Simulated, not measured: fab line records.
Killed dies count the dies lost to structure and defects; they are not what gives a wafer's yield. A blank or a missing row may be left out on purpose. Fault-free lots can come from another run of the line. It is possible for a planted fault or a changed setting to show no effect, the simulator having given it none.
Which tool did it? :: flow nand_harc :: 24 lots, 72 wafers sampled, at 5 steps of a route of 1159

## WHAT THE GAUGES READ, wafer by wafer
NHARC_P_M2_THK_MEAS_24: measures by xrf.
lot: L074
measured: day 6 09:58
on: film_metro-01
thk_nm (nm): 143.6 145.7 145.8

lot: L075
measured: day 6 19:04
on: film_metro-01
thk_nm (nm): 144.6 145.3 145.1

lot: L076
measured: day 6 19:46
on: film_metro-01
thk_nm (nm): 147.3 142.9 142.8

lot: L077
measured: day 7 04:47
on: film_metro-01
thk_nm (nm): 145.5 143.4 145.7

lot: L078
measured: day 7 06:29
on: film_metro-01
thk_nm (nm): 142.8 146.1 147.1

lot: L081
measured: day 7 21:52
on: film_metro-01
thk_nm (nm): 142.8 145.3 142.2

lot: L080
measured: day 7 23:04
on: film_metro-01
thk_nm (nm): 141.4 143.1 144.1

lot: L079
measured: day 8 00:17
on: film_metro-02
thk_nm (nm): 144.6 144.3 144.3

lot: L082
measured: day 8 05:43
on: film_metro-02
thk_nm (nm): 141.7 141.8 145.4

lot: L083
measured: day 8 09:18
on: film_metro-02
thk_nm (nm): 146.9 145.4 144.5

lot: L084
measured: day 8 14:29
on: film_metro-01
thk_nm (nm): 145.9 143.6 142.3

lot: L087
measured: day 9 11:00
on: film_metro-01
thk_nm (nm): 145.6 145.3 145.1

lot: L086
measured: day 9 12:00
on: film_metro-01
thk_nm (nm): 142.9 145.8 142.7

lot: L085
measured: day 10 08:11
on: film_metro-02
thk_nm (nm): 145.8 145.6 143.5

lot: L088
measured: day 10 09:31
on: film_metro-01
thk_nm (nm): 145.5 145.7 146.3

lot: L090
measured: day 10 16:02
on: film_metro-01
thk_nm (nm): 145.1 144.7 146.3

lot: L089
measured: day 10 16:44
on: film_metro-02
thk_nm (nm): 145.7 145.9 144.9

lot: L091
measured: day 10 17:44
on: film_metro-01
thk_nm (nm): 146.3 143.7 147.3

lot: L094
measured: day 11 01:29
on: film_metro-02
thk_nm (nm): 147.6 144.6 144.8

lot: L093
measured: day 11 03:23
on: film_metro-01
thk_nm (nm): 145.8 147.4 145.5

lot: L092
measured: day 11 03:46
on: film_metro-01
thk_nm (nm): 142.1 147.9 143.6

lot: L095
measured: day 11 16:31
on: film_metro-02
thk_nm (nm): 145.6 145.2 146.4

lot: L096
measured: day 11 17:26
on: film_metro-01
thk_nm (nm): 146.7 145.7 144.3

lot: L097
measured: day 12 01:48
on: film_metro-01
thk_nm (nm): 143.0 145.5 143.1

NHARC_P_BONDPAD_OVL_MEAS_38.
lot: L074
measured: day 6 11:53
on: overlay-02
overlay_x_nm (nm): -9 -9 -9
overlay_y_nm (nm): -2 -2 -2

lot: L075
measured: day 6 21:06
on: overlay-02
overlay_x_nm (nm): -4 -4 -4
overlay_y_nm (nm): -4 -4 -4

lot: L076
measured: day 6 21:49
on: overlay-01
overlay_x_nm (nm): 4 4 5
overlay_y_nm (nm): 1 0 0

lot: L077
measured: day 7 07:00
on: overlay-02
overlay_x_nm (nm): 0 1 1
overlay_y_nm (nm): 0 -1 0

lot: L078
measured: day 7 08:31
on: overlay-02
overlay_x_nm (nm): -7 -7 -7
overlay_y_nm (nm): 0 1 0

lot: L081
measured: day 7 23:54
on: overlay-02
overlay_x_nm (nm): 4 4 4
overlay_y_nm (nm): -7 -6 -7

lot: L080
measured: day 8 01:07
on: overlay-01
overlay_x_nm (nm): 3 3 3
overlay_y_nm (nm): 5 5 5

lot: L079
measured: day 8 02:29
on: overlay-02
overlay_x_nm (nm): -6 -7 -6
overlay_y_nm (nm): 11 11 12

lot: L082
measured: day 8 07:49
on: overlay-01
overlay_x_nm (nm): 3 3 3
overlay_y_nm (nm): 2 2 1

lot: L083
measured: day 8 11:13
on: overlay-02
overlay_x_nm (nm): -4 -4 -3
overlay_y_nm (nm): 8 8 8

lot: L084
measured: day 8 16:28
on: overlay-02
overlay_x_nm (nm): 3 3 3
overlay_y_nm (nm): -11 -10 -10

lot: L087
measured: day 9 12:53
on: overlay-02
overlay_x_nm (nm): -1 -1 -1
overlay_y_nm (nm): -7 -6 -7

lot: L086
measured: day 9 13:54
on: overlay-02
overlay_x_nm (nm): -10 -11 -11
overlay_y_nm (nm): 1 0 0

lot: L085
measured: day 10 10:11
on: overlay-02
overlay_x_nm (nm): 9 9 10
overlay_y_nm (nm): 2 2 2

lot: L088
measured: day 10 11:35
on: overlay-02
overlay_x_nm (nm): 12 11 11
overlay_y_nm (nm): 2 3 3

lot: L090
measured: day 10 17:56
on: overlay-01
overlay_x_nm (nm): -1 -2 -1
overlay_y_nm (nm): -6 -6 -5

lot: L089
measured: day 10 18:41
on: overlay-02
overlay_x_nm (nm): 9 9 8
overlay_y_nm (nm): 4 4 4

lot: L091
measured: day 10 19:47
on: overlay-01
overlay_x_nm (nm): 2 2 2
overlay_y_nm (nm): -11 -11 -11

lot: L094
measured: day 11 03:31
on: overlay-02
overlay_x_nm (nm): -6 -6 -6
overlay_y_nm (nm): 7 7 7

lot: L093
measured: day 11 05:17
on: overlay-01
overlay_x_nm (nm): -2 -1 -1
overlay_y_nm (nm): 8 8 8

lot: L092
measured: day 11 05:48
on: overlay-02
overlay_x_nm (nm): -3 -3 -3
overlay_y_nm (nm): -2 -2 -2

lot: L095
measured: day 11 18:38
on: overlay-01
overlay_x_nm (nm): -7 -7 -7
overlay_y_nm (nm): -3 -3 -3

lot: L096
measured: day 11 19:19
on: overlay-01
overlay_x_nm (nm): 7 8 7
overlay_y_nm (nm): 2 2 2

lot: L097
measured: day 12 04:02
on: overlay-01
overlay_x_nm (nm): 1 2 2
overlay_y_nm (nm): 2 3 3

## WHICH TOOL RAN EACH LOT (tool, then ch and the chambers of the sampled wafers, then the start)
lot: L074
NHARC_P_M0_PRE_CLEAN_31: pecvd-04 ch 0,1,2, day 6 01:50
NHARC_P_M1_PVD_20: pvd_sputter-02, day 6 09:41 or earlier
NHARC_P_M2_CMP_23: cmp-04 ch 0,1,3, day 6 09:41

lot: L075
NHARC_P_M0_PRE_CLEAN_31: pecvd-04 ch 0,2, day 6 11:01
NHARC_P_M1_PVD_20: pvd_sputter-03, day 6 18:47 or earlier
NHARC_P_M2_CMP_23: cmp-03 ch 0,2, day 6 18:47

lot: L076
NHARC_P_M0_PRE_CLEAN_31: pecvd-03 ch 0,1, day 6 11:31
NHARC_P_M1_PVD_20: pvd_sputter-02, day 6 19:30 or earlier
NHARC_P_M2_CMP_23: cmp-02 ch 0,1,2, day 6 19:30

lot: L077
NHARC_P_M0_PRE_CLEAN_31: pecvd-02 ch 0,2, day 6 20:39
NHARC_P_M1_PVD_20: pvd_sputter-02, day 7 04:28 or earlier
NHARC_P_M2_CMP_23: cmp-02 ch 1,3, day 7 04:28

lot: L078
NHARC_P_M0_PRE_CLEAN_31: pecvd-02 ch 0,1,2, day 6 22:26
NHARC_P_M1_PVD_20: pvd_sputter-01, day 7 06:14 or earlier
NHARC_P_M2_CMP_23: cmp-04 ch 0,1,2, day 7 06:14

lot: L081
NHARC_P_M0_PRE_CLEAN_31: pecvd-04 ch 0,2, day 7 13:31
NHARC_P_M1_PVD_20: pvd_sputter-03, day 7 21:36 or earlier
NHARC_P_M2_CMP_23: cmp-04 ch 0,2,3, day 7 21:36

lot: L080
NHARC_P_M0_PRE_CLEAN_31: pecvd-03 ch 0,1,2, day 7 14:27
NHARC_P_M1_PVD_20: pvd_sputter-03, day 7 22:49 or earlier
NHARC_P_M2_CMP_23: cmp-03 ch 0,1,3, day 7 22:49

lot: L079
NHARC_P_M0_PRE_CLEAN_31: pecvd-03 ch 0,2, day 7 15:09
NHARC_P_M1_PVD_20: pvd_sputter-03, day 8 00:01 or earlier
NHARC_P_M2_CMP_23: cmp-03 ch 0,1,2, day 8 00:01

lot: L082
NHARC_P_M0_PRE_CLEAN_31: pecvd-04 ch 0,2, day 7 21:28
NHARC_P_M1_PVD_20: pvd_sputter-01, day 8 05:25 or earlier
NHARC_P_M2_CMP_23: cmp-04 ch 0,2,3, day 8 05:25

lot: L083
NHARC_P_M0_PRE_CLEAN_31: pecvd-04 ch 0, day 8 01:04
NHARC_P_M1_PVD_20: pvd_sputter-03, day 8 08:59 or earlier
NHARC_P_M2_CMP_23: cmp-03 ch 2,3, day 8 08:59

lot: L084
NHARC_P_M0_PRE_CLEAN_31: pecvd-03 ch 0,2, day 8 06:16
NHARC_P_M1_PVD_20: pvd_sputter-03, day 8 14:10 or earlier
NHARC_P_M2_CMP_23: cmp-03 ch 0,2,3, day 8 14:10

lot: L087
NHARC_P_M0_PRE_CLEAN_31: pecvd-04 ch 0,1, day 9 03:05
NHARC_P_M1_PVD_20: pvd_sputter-03, day 9 10:43 or earlier
NHARC_P_M2_CMP_23: cmp-02 ch 0,2, day 9 10:43

lot: L086
NHARC_P_M0_PRE_CLEAN_31: pecvd-03 ch 0,1,2, day 9 04:05
NHARC_P_M1_PVD_20: pvd_sputter-01, day 9 11:41 or earlier
NHARC_P_M2_CMP_23: cmp-03 ch 1,2,3, day 9 11:41

lot: L085
NHARC_P_M0_PRE_CLEAN_31: pecvd-03 ch 0,2, day 9 23:47
NHARC_P_M1_PVD_20: pvd_sputter-01, day 10 07:55 or earlier
NHARC_P_M2_CMP_23: cmp-04 ch 0,2,3, day 10 07:55

lot: L088
NHARC_P_M0_PRE_CLEAN_31: pecvd-04 ch 0,1, day 10 01:32
NHARC_P_M1_PVD_20: pvd_sputter-01, day 10 09:15 or earlier
NHARC_P_M2_CMP_23: cmp-02 ch 0,1,3, day 10 09:15

lot: L090
NHARC_P_M0_PRE_CLEAN_31: pecvd-02 ch 0,1, day 10 07:55
NHARC_P_M1_PVD_20: pvd_sputter-01, day 10 15:43 or earlier
NHARC_P_M2_CMP_23: cmp-04 ch 0,1, day 10 15:43

lot: L089
NHARC_P_M0_PRE_CLEAN_31: pecvd-02 ch 0,1,2, day 10 08:29
NHARC_P_M1_PVD_20: pvd_sputter-03, day 10 16:25 or earlier
NHARC_P_M2_CMP_23: cmp-02 ch 1,2, day 10 16:25

lot: L091
NHARC_P_M0_PRE_CLEAN_31: pecvd-04 ch 0,1,2, day 10 09:26
NHARC_P_M1_PVD_20: pvd_sputter-03, day 10 17:28 or earlier
NHARC_P_M2_CMP_23: cmp-02 ch 0,1,3, day 10 17:28

lot: L094
NHARC_P_M0_PRE_CLEAN_31: pecvd-02 ch 1,2, day 10 17:24
NHARC_P_M1_PVD_20: pvd_sputter-02, day 11 01:11 or earlier
NHARC_P_M2_CMP_23: cmp-04 ch 0,1,2, day 11 01:11

lot: L093
NHARC_P_M0_PRE_CLEAN_31: pecvd-02 ch 1,2, day 10 19:35
NHARC_P_M1_PVD_20: pvd_sputter-02, day 11 03:10 or earlier
NHARC_P_M2_CMP_23: cmp-04 ch 0,1,2, day 11 03:10

lot: L092
NHARC_P_M0_PRE_CLEAN_31: pecvd-03 ch 0,1, day 10 19:37
NHARC_P_M1_PVD_20: pvd_sputter-03, day 11 03:31 or earlier
NHARC_P_M2_CMP_23: cmp-02 ch 0,1,2, day 11 03:31

lot: L095
NHARC_P_M0_PRE_CLEAN_31: pecvd-02 ch 0,1,2, day 11 08:38
NHARC_P_M1_PVD_20: pvd_sputter-03, day 11 16:11 or earlier
NHARC_P_M2_CMP_23: cmp-04 ch 1,2,3, day 11 16:11

lot: L096
NHARC_P_M0_PRE_CLEAN_31: pecvd-03 ch 1,2, day 11 09:18
NHARC_P_M1_PVD_20: pvd_sputter-03, day 11 17:08 or earlier
NHARC_P_M2_CMP_23: cmp-02 ch 0,2,3, day 11 17:08

lot: L097
NHARC_P_M0_PRE_CLEAN_31: pecvd-02 ch 0,1,2, day 11 17:46
NHARC_P_M1_PVD_20: pvd_sputter-03, day 12 01:29 or earlier
NHARC_P_M2_CMP_23: cmp-02 ch 0,3, day 12 01:29
- NHARC_P_M0_PRE_CLEAN_31: time 12 s.
- NHARC_P_M1_PVD_20: deposits TaN, target thk 5 nm, time 8.06 s.
- NHARC_P_M2_CMP_23: polishes, t overpolish 20 s, target thk 144.3 nm.

## AS READ BY THE TOOLS THEMSELVES (means over the sampled wafers that have a number; for cases with no such wafer, the mark the record gives instead)
NHARC_P_M0_PRE_CLEAN_31.
lot: L074
tool: pecvd-04
heater_power_outer_w (W): 331
heater_power_w (W): 548

lot: L075
tool: pecvd-04
heater_power_outer_w (W): 350
heater_power_w (W): 563

lot: L076
tool: pecvd-03
heater_power_outer_w (W): 352
heater_power_w (W): 617

lot: L077
tool: pecvd-02
heater_power_outer_w (W): 346
heater_power_w (W): 631

lot: L078
tool: pecvd-02
heater_power_outer_w (W): 333
heater_power_w (W): 588

lot: L081
tool: pecvd-04
heater_power_outer_w (W): 340
heater_power_w (W): 567

lot: L080
tool: pecvd-03
heater_power_outer_w (W): 311
heater_power_w (W): 560

lot: L079
tool: pecvd-03
heater_power_outer_w (W): 383
heater_power_w (W): 658

lot: L082
tool: pecvd-04
heater_power_outer_w (W): 395
heater_power_w (W): 639

lot: L083
tool: pecvd-04
heater_power_outer_w (W): 332
heater_power_w (W): 534

lot: L084
tool: pecvd-03
heater_power_outer_w (W): 359
heater_power_w (W): 618

lot: L087
tool: pecvd-04
heater_power_outer_w (W): 299
heater_power_w (W): 513

lot: L086
tool: pecvd-03
heater_power_outer_w (W): 325
heater_power_w (W): 575

lot: L085
tool: pecvd-03
heater_power_outer_w (W): 342
heater_power_w (W): 612

lot: L088
tool: pecvd-04
heater_power_outer_w (W): 327
heater_power_w (W): 531

lot: L090
tool: pecvd-02
heater_power_outer_w (W): 396
heater_power_w (W): 663

lot: L089
tool: pecvd-02
heater_power_outer_w (W): 362
heater_power_w (W): 618

lot: L091
tool: pecvd-04
heater_power_outer_w (W): 371
heater_power_w (W): 600

lot: L094
tool: pecvd-02
heater_power_outer_w (W): 328
heater_power_w (W): 576

lot: L093
tool: pecvd-02
heater_power_outer_w (W): 394
heater_power_w (W): 674

lot: L092
tool: pecvd-03
heater_power_outer_w (W): 314
heater_power_w (W): 570

lot: L095
tool: pecvd-02
heater_power_outer_w (W): 372
heater_power_w (W): 633

lot: L096
tool: pecvd-03
heater_power_outer_w (W): 372
heater_power_w (W): 626

lot: L097
tool: pecvd-02
heater_power_outer_w (W): 345
heater_power_w (W): 604

NHARC_P_M1_PVD_20.
lot: L074
tool: pvd_sputter-02
bias_v (V): 169.5
throttle_valve_pct (%): 30.3

lot: L075
tool: pvd_sputter-03
bias_v (V): 168.4
throttle_valve_pct (%): 30.3

lot: L076
tool: pvd_sputter-02
bias_v (V): 166.3
throttle_valve_pct (%): 29.3

lot: L077
tool: pvd_sputter-02
bias_v (V): 167.5
throttle_valve_pct (%): 29.5

lot: L078
tool: pvd_sputter-01
bias_v (V): 168.8
throttle_valve_pct (%): 30.4

lot: L081
tool: pvd_sputter-03
bias_v (V): 169.9
throttle_valve_pct (%): 31.1

lot: L080
tool: pvd_sputter-03
bias_v (V): 169.1
throttle_valve_pct (%): 31.5

lot: L079
tool: pvd_sputter-03
bias_v (V): 167.8
throttle_valve_pct (%): 30.0

lot: L082
tool: pvd_sputter-01
bias_v (V): 167.1
throttle_valve_pct (%): 30.7

lot: L083
tool: pvd_sputter-03
bias_v (V): 168.3
throttle_valve_pct (%): 30.6

lot: L084
tool: pvd_sputter-03
bias_v (V): 167.3
throttle_valve_pct (%): 29.8

lot: L087
tool: pvd_sputter-03
bias_v (V): 168.8
throttle_valve_pct (%): 29.8

lot: L086
tool: pvd_sputter-01
bias_v (V): 168.6
throttle_valve_pct (%): 30.8

lot: L085
tool: pvd_sputter-01
bias_v (V): 168.3
throttle_valve_pct (%): 30.8

lot: L088
tool: pvd_sputter-01
bias_v (V): 169.3
throttle_valve_pct (%): 30.7

lot: L090
tool: pvd_sputter-01
bias_v (V): 168.3
throttle_valve_pct (%): 30.9

lot: L089
tool: pvd_sputter-03
bias_v (V): 169.1
throttle_valve_pct (%): 30.1

lot: L091
tool: pvd_sputter-03
bias_v (V): 166.8
throttle_valve_pct (%): 30.8

lot: L094
tool: pvd_sputter-02
bias_v (V): 168.7
throttle_valve_pct (%): 29.7

lot: L093
tool: pvd_sputter-02
bias_v (V): 169.3
throttle_valve_pct (%): 29.3

lot: L092
tool: pvd_sputter-03
bias_v (V): 169.1
throttle_valve_pct (%): 30.8

lot: L095
tool: pvd_sputter-03
bias_v (V): 167.1
throttle_valve_pct (%): 30.7

lot: L096
tool: pvd_sputter-03
bias_v (V): 168.3
throttle_valve_pct (%): 29.9

lot: L097
tool: pvd_sputter-03
bias_v (V): 169.3
throttle_valve_pct (%): 29.7

NHARC_P_M2_CMP_23.
lot: L074
tool: cmp-04
motor_current_A (A): 11.5
time_to_endpoint_s (s): 29.6

lot: L075
tool: cmp-03
motor_current_A (A): 12.6
time_to_endpoint_s (s): 26.9

lot: L076
tool: cmp-02
motor_current_A (A): 12.5
time_to_endpoint_s (s): 30.0

lot: L077
tool: cmp-02
motor_current_A (A): 12.0
time_to_endpoint_s (s): 32.9

lot: L078
tool: cmp-04
motor_current_A (A): 12.5
time_to_endpoint_s (s): 27.8

lot: L081
tool: cmp-04
motor_current_A (A): 11.6
time_to_endpoint_s (s): 29.8

lot: L080
tool: cmp-03
motor_current_A (A): 11.9
time_to_endpoint_s (s): 29.0

lot: L079
tool: cmp-03
motor_current_A (A): 12.4
time_to_endpoint_s (s): 29.1

lot: L082
tool: cmp-04
motor_current_A (A): 12.3
time_to_endpoint_s (s): 28.6

lot: L083
tool: cmp-03
motor_current_A (A): 12.7
time_to_endpoint_s (s): 29.6

lot: L084
tool: cmp-03
motor_current_A (A): 12.4
time_to_endpoint_s (s): 26.6

lot: L087
tool: cmp-02
motor_current_A (A): 13.0
time_to_endpoint_s (s): 32.2

lot: L086
tool: cmp-03
motor_current_A (A): 12.3
time_to_endpoint_s (s): 26.1

lot: L085
tool: cmp-04
motor_current_A (A): 11.7
time_to_endpoint_s (s): 30.6

lot: L088
tool: cmp-02
motor_current_A (A): 12.5
time_to_endpoint_s (s): 32.8

lot: L090
tool: cmp-04
motor_current_A (A): 12.2
time_to_endpoint_s (s): 31.5

lot: L089
tool: cmp-02
motor_current_A (A): 12.2
time_to_endpoint_s (s): 29.8

lot: L091
tool: cmp-02
motor_current_A (A): 12.2
time_to_endpoint_s (s): 34.0

lot: L094
tool: cmp-04
motor_current_A (A): 12.3
time_to_endpoint_s (s): 30.2

lot: L093
tool: cmp-04
motor_current_A (A): 12.3
time_to_endpoint_s (s): 31.2

lot: L092
tool: cmp-02
motor_current_A (A): 12.3
time_to_endpoint_s (s): 28.0

lot: L095
tool: cmp-04
motor_current_A (A): 11.6
time_to_endpoint_s (s): 32.8

lot: L096
tool: cmp-02
motor_current_A (A): 12.5
time_to_endpoint_s (s): 32.0

lot: L097
tool: cmp-02
motor_current_A (A): 12.4
time_to_endpoint_s (s): 31.1

## THE ANSWER, worked out from the rows above alone
Rule: the lots themselves supply what counts as usual. Put in order of their means at a reading, lots are off if they are a third of the lots or fewer, leave a main group of 4 or more, and stand apart from it by a gap of 3 or more times the standard deviation of the main group's means; of several such gaps the widest counts. Not used: any main group whose means are identical at the precision the tables above print for the reading. Also off: a lot with no number at a reading for which 4 or more lots have one. The other lots that the step has rows for count as sound. First the gauges in route order, then the tools' own readings, where a lot's mean is used as printed above. The first step at which some lot is off is used, and at that step the reading that is off furthest; a lot without a number counts as furthest.
No lot is off at any reading shown: from this, nothing can be told.

## WHAT THE SIMULATOR HAD INSERTED
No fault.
